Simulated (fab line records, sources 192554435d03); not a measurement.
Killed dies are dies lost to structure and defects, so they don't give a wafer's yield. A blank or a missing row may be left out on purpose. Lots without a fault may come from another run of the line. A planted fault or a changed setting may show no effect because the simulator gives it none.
Tool commonality check | flow n5_finfet | 10 lots, 27 wafers sampled

WHY IT WAS OPENED
At N5_FIN_SAQP_INSPECT_40 the reading raw_defect_count is flagged on 2 of 10 lots. Wafers without a fault read 235, standard deviation 58.
Rule: a lot is flagged when every wafer of it that has a number lies more than 4 standard deviations from that mean, or none has a number. The other lots count as sound.

lot  | measured    | on                | raw_defect_count, wafer by wafer | flag
L948 | day 2 14:05 | defect_inspect-02 | 267 223                          |
L949 | day 2 21:04 | defect_inspect-02 | 210 342 242                      |
L950 | day 3 02:13 | defect_inspect-01 | 159 169 234                      |
L954 | day 4 02:07 | defect_inspect-02 | 314 371                          |
L955 | day 4 07:58 | defect_inspect-01 | 151 235 246                      |
L956 | day 4 14:38 | defect_inspect-02 | 291 201 236                      |
L962 | day 6 01:44 | defect_inspect-01 | 164 128 134                      |
L963 | day 6 08:13 | defect_inspect-01 | 530 558 481                      | FLAGGED
L965 | day 6 20:41 | defect_inspect-01 | 476 501 606                      | FLAGGED
L967 | day 7 08:23 | defect_inspect-01 | 276 309                          |
The numbers of the flagged lots are 525 on average: +290 against the usual, or +5 standard deviations.

WHICH TOOL RAN EACH LOT
The record holds 4 process steps before the reading, out of a route of 1938 steps. In each cell: the tool, then ch and the chambers that the sampled wafers went through, then the start.
lot  | flag    | N5_FIN_SAQP_SPACER1_ETCHBACK_25   | N5_FIN_SAQP_ETCH_69               | N5_FIN_SAQP_ETCH_67               | N5_FIN_SAQP_ETCH_64
L948 |         | rie_diel-06 ch 1, day 2 11:38     | rie_diel-06 ch 1, day 2 12:41     | rie_diel-06 ch 1, day 2 12:44     | rie_si-05 ch 0,3, day 2 13:49
L949 |         | rie_diel-02 ch 0,2,3, day 2 18:43 | rie_diel-02 ch 1,2, day 2 19:39   | rie_diel-02 ch 1,2, day 2 19:43   | rie_si-05 ch 0,1,2, day 2 20:47
L950 |         | rie_diel-06 ch 0,1, day 2 23:53   | rie_diel-02 ch 1,3, day 3 00:49   | rie_diel-02 ch 1,3, day 3 00:52   | rie_si-04 ch 0,1,2, day 3 01:57
L954 |         | rie_diel-04 ch 1,2, day 3 23:46   | rie_diel-06 ch 0,1, day 4 00:41   | rie_diel-06 ch 0,1, day 4 00:45   | rie_si-04 ch 0,2, day 4 01:51
L955 |         | rie_diel-04 ch 0,1,3, day 4 05:31 | rie_diel-06 ch 1,2, day 4 06:26   | rie_diel-06 ch 1,2, day 4 06:29   | rie_si-04 ch 1,2,3, day 4 07:42
L956 |         | rie_diel-04 ch 0,1,2, day 4 12:12 | rie_diel-04 ch 0,1,2, day 4 13:12 | rie_diel-04 ch 0,1,2, day 4 13:16 | rie_si-03 ch 0,2,3, day 4 14:22
L962 |         | rie_diel-06 ch 0,2, day 5 23:23   | rie_diel-04 ch 0,1,3, day 6 00:19 | rie_diel-04 ch 0,1,3, day 6 00:23 | rie_si-03 ch 0,1, day 6 01:28
L963 | FLAGGED | rie_diel-02 ch 0,2,3, day 6 05:31 | rie_diel-06 ch 0,3, day 6 06:26   | rie_diel-06 ch 0,3, day 6 06:30   | rie_si-03 ch 0,2,3, day 6 07:57
L965 | FLAGGED | rie_diel-04 ch 1,2,3, day 6 18:11 | rie_diel-06 ch 0,2,3, day 6 19:06 | rie_diel-06 ch 0,2,3, day 6 19:10 | rie_si-03 ch 0,2,3, day 6 20:25
L967 |         | rie_diel-06 ch 0, day 7 06:02     | rie_diel-02 ch 2,3, day 7 06:58   | rie_diel-02 ch 2,3, day 7 07:01   | rie_si-05 ch 0,3, day 7 08:07
What these steps do:
- N5_FIN_SAQP_SPACER1_ETCHBACK_25: etches SiO2 in CHF3/O2, target depth 24.4 nm, time 12.2 s.
- N5_FIN_SAQP_ETCH_69: etches SOC in N2/H2, stops on SiNx, target depth 150 nm.
- N5_FIN_SAQP_ETCH_67: etches SiNx in CH3F/O2, target depth 30 nm.
- N5_FIN_SAQP_ETCH_64: etches SiO2 in CF4, target depth 1.5 nm.
- N5_FIN_SAQP_INSPECT_40: inspects for defects (brightfield).

FLAGGED OVER TOTAL, TOOL BY TOOL (the gauges that took the reading come last)
step                            | tool              | lots run | flagged | share of the flagged lots | sound lots run after its first flagged lot
N5_FIN_SAQP_SPACER1_ETCHBACK_25 | rie_diel-02       | 2        | 1       | some                      | 0
N5_FIN_SAQP_SPACER1_ETCHBACK_25 | rie_diel-04       | 4        | 1       | some                      | 0
N5_FIN_SAQP_SPACER1_ETCHBACK_25 | rie_diel-06       | 4        | 0       | none                      | -
N5_FIN_SAQP_ETCH_69             | rie_diel-02       | 3        | 0       | none                      | -
N5_FIN_SAQP_ETCH_69             | rie_diel-04       | 2        | 0       | none                      | -
N5_FIN_SAQP_ETCH_69             | rie_diel-06       | 5        | 2       | all                       | 0
N5_FIN_SAQP_ETCH_67             | rie_diel-02       | 3        | 0       | none                      | -
N5_FIN_SAQP_ETCH_67             | rie_diel-04       | 2        | 0       | none                      | -
N5_FIN_SAQP_ETCH_67             | rie_diel-06       | 5        | 2       | all                       | 0
N5_FIN_SAQP_ETCH_64             | rie_si-03         | 4        | 2       | all                       | 0
N5_FIN_SAQP_ETCH_64             | rie_si-04         | 3        | 0       | none                      | -
N5_FIN_SAQP_ETCH_64             | rie_si-05         | 3        | 0       | none                      | -
N5_FIN_SAQP_INSPECT_40          | defect_inspect-01 | 6        | 2       | all                       | 1 (L967)
N5_FIN_SAQP_INSPECT_40          | defect_inspect-02 | 4        | 0       | none                      | -

WHAT THE TABLE ALLOWS
4 rows of the table ran every flagged lot: rie_diel-06 at N5_FIN_SAQP_ETCH_69, rie_diel-06 at N5_FIN_SAQP_ETCH_67, rie_si-03 at N5_FIN_SAQP_ETCH_64, defect_inspect-01 at N5_FIN_SAQP_INSPECT_40.
- rie_diel-06 at N5_FIN_SAQP_ETCH_69: 2 of its 5 lots flagged. Its last sound lot is L955 (day 4 06:26), its first flagged lot L963 (day 6 06:26): a fault that began between those two fits.
- rie_diel-06 at N5_FIN_SAQP_ETCH_67: 2 of its 5 lots flagged. Its last sound lot is L955 (day 4 06:29), its first flagged lot L963 (day 6 06:30): a fault that began between those two fits.
- rie_si-03 at N5_FIN_SAQP_ETCH_64: 2 of its 4 lots flagged. Its last sound lot is L962 (day 6 01:28), its first flagged lot L963 (day 6 07:57): a fault that began between those two fits.
- defect_inspect-01 at N5_FIN_SAQP_INSPECT_40: 2 of its 6 lots flagged. Sound lots ran on it after the first flagged one (L967), which a lasting fault on the whole tool wouldn't allow.
Counting lots can't tell these 2 tools apart, because each fits a fault that began at some hour. More lots, or a look at what each step does to the wafer, might.

WHAT THE SIMULATOR HAD PUT IN
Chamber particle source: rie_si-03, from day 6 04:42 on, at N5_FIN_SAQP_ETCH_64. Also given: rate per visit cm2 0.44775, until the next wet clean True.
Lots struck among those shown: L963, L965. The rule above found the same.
